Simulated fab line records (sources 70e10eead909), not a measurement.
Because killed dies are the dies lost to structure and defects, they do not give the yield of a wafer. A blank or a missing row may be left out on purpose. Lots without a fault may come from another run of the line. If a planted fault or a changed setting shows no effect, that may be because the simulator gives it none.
Matching of chambers | flow nandHarc | NHARC_P_M0_CMP_23 on cmp-03 has 4 sister chambers
The step polishes, t overpolish 20 s, target thk 117.53 nm. 4 wafers are shown with their chamber, then 10 later ones without.

WAFERS, EACH WITH ITS CHAMBER
wafer  | chamber | motorCurrentA (A)
L086.2 | 1       | 10.6
L088.3 | 2       | 13.1
L088.4 | 3       | 11.9
L091.5 | 0       | 10.3

WAFERS WHOSE CHAMBER IS MISSING
wafer  | motorCurrentA (A)
L091.6 | 10.7
L093.2 | 11.7
L093.4 | 11.4
L093.6 | 11.4
L096.1 | 12.6
L096.3 | 11.2
L096.5 | 10.4
L095.2 | 10.9
L095.4 | 10.6
L095.6 | 12.6

CHAMBER TAKEN BY EACH
wafer  | from the rows above          | in truth
L091.6 | can't be placed: 1 or 0      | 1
L093.2 | 3                            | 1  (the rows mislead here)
L093.4 | can't be placed: 3 or 1 or 0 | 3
L093.6 | can't be placed: 3 or 1 or 0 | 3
L096.1 | can't be placed: 2 or 3      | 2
L096.3 | can't be placed: 1 or 3 or 0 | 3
L096.5 | can't be placed: 0 or 1      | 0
L095.2 | can't be placed: 1 or 0 or 3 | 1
L095.4 | can't be placed: 1 or 0      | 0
L095.6 | can't be placed: 2 or 3      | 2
Correct placement for 0 of the 10. Can't be placed from these rows: 9 (the true chamber is among the candidates in 9). 1 placed wrongly.
How it was worked out, from the rows above alone: a wafer's distance from a chamber is the root of the sum, over the readings, of the square of ((its reading less the chamber's mean) divided by the reading's scatter). The wafer belongs to the nearest chamber; if the next one is less than 2 further off, it can't be placed. A chamber's mean is the mean of its shown wafers. The scatter (one wafer shown for each chamber): square how far every hidden wafer sits from the nearest shown wafer, average those squares and take the square root.
